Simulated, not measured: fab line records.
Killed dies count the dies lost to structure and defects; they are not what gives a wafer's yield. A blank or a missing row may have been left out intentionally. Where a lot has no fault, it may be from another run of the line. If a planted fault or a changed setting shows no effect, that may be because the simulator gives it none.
fab line records | flow n5_finfet
[record] lots = 10 wafers = 30 last_day = 19
route steps=1938 shown BEOL_M0_SAQP@678 BEOL_M0_CUTY@709 BEOL_M4@1111
lots with no fault: from the same line, run without faults
start_h: hours from the record's first day to the start of the lot's first wafer shown | wait_h: hours since the lot's step before | " the same as in the row above | L1.1+2: one row covering several wafers at once | - no value present, or no start provided | * or withheld: withheld | < > ~ a bound
route shown NAME@n: NAME is a module with steps in the file, n the number in the route of the first one | usual: mean/standard deviation taken from wafers without a fault | same: alike in all rows | chamber/n: place in a boat | sites: the reading at each site | _std_site: their standard deviation | _edge_site: mean of outer sites minus mean of inner sites | radius_mm: for every site, how far away it sits from the centre of the wafer | mask NAME#n: copy n | behind: the last tool/chamber to shape the wafer | hold: the reason the lot was held/the length of the hold in hours/how it ended | device: the transistor (n, p or np) that didn't switch | end of line: the route-end tests of the same wafers | for a step that has no rows: nothing shown but its recipe | killed: dies lost to structure and defects at the first sort, not the wafer's yield | map: the dies of a wafer, with x for killed, . for not killed, _ for no die there
set.NAME: the setting as run; set.NAME@STEP: as run at that earlier step | model.NAME: the simulator's own value behind a step, which no gauge read
one table for each step of the route and one row for each wafer, over a sample of lots
services: when a tool's chamber went out of use (start_h, in hours from the record's first day, below 0 if earlier), for how many hours, and the reason
[[steps]]
[step N5_BEOL_M0_SAQP_MANDREL2_REMOVE_110]
[recipe] chemistry = HBr/Cl2/O2 bt_time_s = 10 target = a-Si stop_on = SiCN endpoint = OES-SiCl over_etch_frac = 1 icp_w = 600 bias_w = 30 HBr_flow_sccm = 150 Cl2_flow_sccm = 80 O2_flow_sccm = 5 pressure_mtorr = 10
[usual] drypump_motor_current_A = 5.5/0.59 oes_product_au = 1.000/0.018 throttle_valve_pct = 36.7/0.32
[same] over_etch_frac = 1
// columns lot.wafer tool chamber start_h wait_h drypump_motor_current_A oes_product_au rf_hours_counter_h throttle_valve_pct
L222.1 rie_si-04 1 115.79 0.1 6.6 1.032 7 37.0
L222.2 " 2 " " 5.1 1.012 150 36.6
L222.3 " 3 " " 5.0 0.982 0 36.5
L224.1 rie_si-04 0 126.47 0.1 6.3 0.995 1 36.3
L224.5 " 2 " " 5.1 1.009 - 36.6
L224.6 " 1 " " 6.5 1.027 - 37.0
L225.2 rie_si-01 1 130.30 0.1 5.7 0.965 110 36.6
L225.3 " 0 " " 5.2 0.988 1 37.3
L225.6 " 3 " " 4.8 0.985 - 37.1
L228.1 rie_si-04 0 145.63 0.1 6.3 0.995 2 36.3
L228.2 " 3 " " 5.1 0.991 1 36.5
L228.6 " 3 " " 5.1 0.976 - 36.5
L232.1 rie_si-03 2 174.11 0.1 6.2 1.030 128 37.0
L232.2 " 0 " " 5.1 0.981 45 36.5
L232.5 " 2 " " 6.2 1.027 - 37.0
L236.1 rie_si-01 1 196.48 0.1 5.7 0.991 111 36.6
L236.2 " 2 " " 5.0 0.993 103 36.8
L236.5 " 2 " " 5.1 0.996 - 36.8
L238.1 rie_si-04 2 205.43 0.1 5.1 1.012 151 36.6
L238.4 " 0 " " 6.3 1.001 3 36.3
L238.5 " 3 " " 5.1 0.987 - 36.5
L242.1 rie_si-04 1 229.88 0.1 6.5 1.034 10 37.0
L242.2 " 2 " " 5.1 1.010 152 36.6
L242.4 " 0 " " 6.3 1.009 3 36.3
L243.2 rie_si-01 2 234.45 0.1 5.0 0.995 103 36.8
L243.5 " 3 " " 4.8 0.988 - 37.1
L243.6 " 0 " " 5.2 1.010 - 37.3
L245.2 rie_si-01 3 246.55 0.1 4.8 1.003 176 37.2
L245.4 " 1 " " 5.7 0.983 112 36.6
L245.6 " 3 " " 4.8 1.003 - 37.2
[step N5_BEOL_M0_SAQP_CD_MEAS_29]
[recipe] target_cd_nm = 14.4 landing_energy_ev = 1000 detector = se_inlens
[usual] cd_nm = 15.01/0.23
// columns lot.wafer tool chamber start_h wait_h cd_nm
L222.1 cd_sem-01 0 115.90 0.1 15.21
L222.2 " 0 " " 14.79
L222.3 " 0 " " 15.24
L224.1 cd_sem-01 0 126.58 0.1 15.07
L224.5 " 0 " " 14.93
L224.6 " 0 " " 14.69
L225.2 cd_sem-03 0 130.41 0.1 15.32
L225.3 " 0 " " 14.82
L225.6 " 0 " " 14.79
L228.1 cd_sem-02 0 145.74 0.1 15.24
L228.2 " 0 " " 15.08
L228.6 " 0 " " 15.13
L232.1 cd_sem-03 0 174.22 0.1 14.81
L232.2 " 0 " " 15.04
L232.5 " 0 " " 15.36
L236.1 cd_sem-01 0 196.59 0.1 15.02
L236.2 " 0 " " 15.18
L236.5 " 0 " " 15.34
L238.1 cd_sem-02 0 205.54 0.1 14.77
L238.4 " 0 " " 15.02
L238.5 " 0 " " 14.59
L242.1 cd_sem-01 0 229.99 0.1 15.48
L242.2 " 0 " " 14.78
L242.4 " 0 " " 14.75
L243.2 cd_sem-02 0 234.56 0.1 15.07
L243.5 " 0 " " 14.94
L243.6 " 0 " " 15.04
L245.2 cd_sem-01 0 246.66 0.1 15.04
L245.4 " 0 " " 14.71
L245.6 " 0 " " 14.81
[step N5_BEOL_M0_SAQP_ALD_48]
[recipe] material = SiO2 target_thk_a = 200 temp_c = 100 ald_precursor_family = BDEAS ald_co_reactant = O2-plasma pulse_time_s = 1 co_reactant_pulse_time_s = 1 purge_time_s = 2 co_reactant_purge_time_s = 2 ald_cycles = 139 pressure_torr = 2
[usual] ald_cycles = 139/0 heater_power_w = 80/8.2 precursor_pulse_height_rel = 1.001/0.022
// columns lot.wafer tool chamber start_h wait_h ald_cycles heater_power_w precursor_pulse_height_rel
L222.1 ald_sin-04 1 116.72 0.1 139 85 0.980
L222.2 " 3 " " 139 91 1.002
L222.3 " 2 " " 139 75 1.035
L224.1 ald_sin-01 2 127.30 0.0 139 73 0.993
L224.5 " 2 " " 139 76 1.030
L224.6 " 1 " " 139 83 1.026
L225.2 ald_sin-01 1 131.57 0.5 139 85 1.016
L225.3 " 2 " " 139 74 0.965
L225.6 " 2 " " 139 73 0.997
L228.1 ald_sin-01 1 146.66 0.0 210 86 1.011
L228.2 " 3 " " 210 71 1.039
L228.6 " 2 " " 139 73 1.016
L232.1 ald_sin-01 2 175.73 0.6 210 75 1.025
L232.2 " 1 " " 210 84 0.979
L232.5 " 0 " " 139 70 1.043
L236.1 ald_sin-02 3 197.30 0.0 139 89 1.002
L236.2 " 0 " " 139 66 1.015
L236.5 " 0 " " 139 69 0.983
L238.1 ald_sin-04 1 206.48 0.2 139 84 1.030
L238.4 " 2 " " 139 78 1.018
L238.5 " 1 " " 139 85 0.986
L242.1 ald_sin-02 0 230.70 0.0 139 68 1.042
L242.2 " 3 " " 139 91 0.964
L242.4 " 0 " " 139 70 0.983
L243.2 ald_sin-02 0 235.55 0.0 139 67 1.034
L243.5 " 0 " " 139 68 1.004
L243.6 " 3 " " 139 91 0.984
L245.2 ald_sin-01 3 247.92 0.6 139 72 1.033
L245.4 " 2 " " 139 74 1.015
L245.6 " 0 " " 139 71 1.004
[step N5_BEOL_M0_CUTY_OVL_MEAS_58]
[recipe] points_per_wafer = 44
[usual] M0_ABLK_OVL = 0.4/0.79
// columns lot.wafer tool chamber start_h wait_h M0_ABLK_OVL[nm]
L222.1 overlay-02 0 117.77 0.0 1.7
L222.2 " 0 " " 1.5
L222.3 " 0 " " 1.3
L224.1 overlay-02 0 128.35 0.0 0.5
L224.5 " 0 " " 0.4
L224.6 " 0 " " 1.5
L225.2 overlay-02 0 132.63 0.0 -0.5
L225.3 " 0 " " -0.2
L225.6 " 0 " " -0.3
L228.1 overlay-02 0 147.61 0.0 0.9
L228.2 " 0 " " 0.0
L228.6 " 0 " " 0.6
L232.1 overlay-02 0 176.81 0.0 1.2
L232.2 " 0 " " 1.2
L232.5 " 0 " " 0.9
L236.1 overlay-02 0 198.35 0.0 -0.5
L236.2 " 0 " " 0.0
L236.5 " 0 " " -0.6
L238.1 overlay-02 0 207.52 0.0 1.1
L238.4 " 0 " " 1.4
L238.5 " 0 " " 1.1
L242.1 overlay-01 0 231.88 0.0 -0.9
L242.2 " 0 " " -0.6
L242.4 " 0 " " -0.1
L243.2 overlay-01 0 236.50 0.1 2.1
L243.5 " 0 " " 0.7
L243.6 " 0 " " 0.8
L245.2 overlay-01 0 248.96 0.0 0.4
L245.4 " 0 " " -0.2
L245.6 " 0 " " -0.1
[step N5_BEOL_M4_RC_MEAS_101]
[usual] DIBL_N = 35.9/1.3 DIBL_P = 35.9/1.5 IOFF_N = 0.152/0.023 IOFF_P = 0.204/0.027 ION_N = 673/9.2 ION_P = 462/6.7 SS_N = 71.4/0.48 SS_P = 73.2/0.55 VT_N = 250.3/2.6 VT_P = -250.6/3
// columns lot.wafer tool chamber start_h wait_h DIBL_N[mV/V] DIBL_P[mV/V] IOFF_N[nA/um] IOFF_P[nA/um] ION_N[uA/um] ION_P[uA/um] SS_N[mV/dec] SS_P[mV/dec] VT_N[mV] VT_P[mV]
L222.1 prober-02 0 180.88 0.0 35.2 35.1 0.120 0.163 662 455 70.9 72.3 255.4 -253.8
L222.2 " 0 " " 37.0 38.1 0.155 0.207 671 468 71.2 72.6 251.9 -251.8
L222.3 " 0 " " 37.2 37.3 0.149 0.193 659 450 71.6 73.2 250.1 -251.3
L224.1 prober-02 0 188.38 0.0 33.8 34.7 0.143 0.199 667 461 71.0 72.4 250.9 -250.0
L224.5 " 0 " " 33.5 34.5 0.133 0.186 672 464 71.5 72.5 250.1 -250.8
L224.6 " 0 " " 33.9 35.1 0.139 0.199 663 464 70.9 72.8 250.9 -250.2
L225.2 prober-02 0 210.39 0.2 36.5 37.3 0.167 0.198 677 461 70.8 74.3 249.8 -253.7
L225.3 " 0 " " 35.0 36.3 0.150 0.182 679 452 71.0 73.0 252.0 -254.3
L225.6 " 0 " " 36.1 37.1 0.163 0.197 680 462 71.5 73.2 248.3 -251.2
L228.1 prober-02 0 230.87 0.0 36.6 35.2 0.144 0.217 665 462 71.6 73.5 252.7 -248.6
L228.2 " 0 " " 37.2 36.9 0.167 0.244 671 464 72.1 74.2 248.3 -249.5
L228.6 " 0 " " 36.1 34.5 0.141 0.198 659 449 71.9 72.5 253.3 -251.8
L232.1 prober-02 0 247.96 0.3 38.2 38.8 0.225 0.247 690 467 71.5 74.1 242.7 -248.1
L232.2 " 0 " " 37.6 37.3 0.206 0.217 678 458 71.8 73.2 244.2 -253.5
L232.5 " 0 " " 36.9 36.6 0.182 0.209 682 458 71.3 72.6 246.1 -251.4
L236.1 prober-01 0 271.93 0.0 33.9 35.3 0.152 0.208 688 474 71.3 72.8 248.7 -248.8
L236.2 " 0 " " 34.1 36.2 0.156 0.231 682 474 71.0 73.3 250.0 -245.6
L236.5 " 0 " " 33.2 34.6 0.136 0.201 681 471 70.4 72.7 250.0 -249.4
L238.1 prober-02 0 276.64 0.0 33.7 32.6 0.112 0.168 658 463 71.3 72.2 254.1 -251.2
L238.4 " 0 " " 37.4 37.8 0.179 0.235 677 469 71.4 74.2 249.8 -248.6
L238.5 " 0 " " 35.2 34.0 0.140 0.181 664 458 71.7 72.9 250.1 -250.5
L242.1 prober-02 0 305.47 0.0 36.1 36.0 0.162 0.183 675 454 71.9 73.0 250.0 -253.1
L242.2 " 0 " " 36.2 36.6 0.164 0.187 668 455 72.0 73.8 248.5 -255.2
L242.4 " 0 " " 35.4 35.8 0.149 0.176 669 452 71.4 73.1 250.2 -256.0
L243.2 prober-02 0 313.59 0.2 35.1 35.8 0.128 0.167 669 455 71.1 73.3 255.3 -254.2
L243.5 " 0 " " 35.0 36.8 0.132 0.175 668 454 71.7 73.4 253.2 -253.3
L243.6 " 0 " " 35.1 36.6 0.138 0.171 672 456 71.8 73.2 252.9 -257.5
L245.2 prober-02 0 334.79 0.2 35.3 34.3 0.134 0.219 657 466 71.6 73.2 252.8 -247.0
L245.4 " 0 " " 35.2 34.4 0.130 0.216 667 471 71.4 72.1 249.9 -247.9
L245.6 " 0 " " 35.9 35.3 0.146 0.240 678 477 71.1 73.7 251.0 -244.7
[[services]]
// columns tool chamber start_h hours kind
ald_sin-04 0 99.25 - clean
ald_sin-04 1 99.25 - clean
ald_sin-04 2 99.25 - clean
ald_sin-04 3 99.25 - clean
rie_si-04 2 129.46 6.7 repair
rie_si-03 3 157.76 38.0 repair
ald_sin-02 - 166.41 0.8 pm
rie_si-03 - 172.14 0.6 repair
ald_sin-04 3 188.83 10.3 repair
rie_si-03 1 195.80 5.4 repair
rie_si-01 - 217.06 0.4 repair
ald_sin-02 1 223.34 16.5 repair
ald_sin-04 - 223.41 1.2 repair
ald_sin-02 2 228.06 3.2 repair
ald_sin-01 3 230.26 6.7 repair
ald_sin-01 - 237.79 0.7 repair
ald_sin-04 3 241.35 18.6 repair
[[key]]
[first_sign] step = N5_BEOL_M0_SAQP_ALD_48 reading = ald_cycles direction = up sigmas = 99+ usual = * struck = *
effect none on later readings
met_at N5_BEOL_M0_SAQP_ALD_48
struck_lots L228,L232
struck_wafers L228.1,L228.2,L232.1,L232.2
not_acting_at N5_BEOL_M0_SAQP_MANDREL2_REMOVE_110,N5_BEOL_M0_SAQP_CD_MEAS_29,N5_BEOL_M0_CUTY_OVL_MEAS_58
onset_between 131.57 146.66
[fault] kind = process_parameter_drift tool = ald_sin-01 chamber = - onset_h = 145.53 steps = N5_BEOL_M0_SAQP_ALD_48 channel = ald_cycles offset = * shape = step end_h = 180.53 scope = struck_wafers_only acts_in = * stated = *
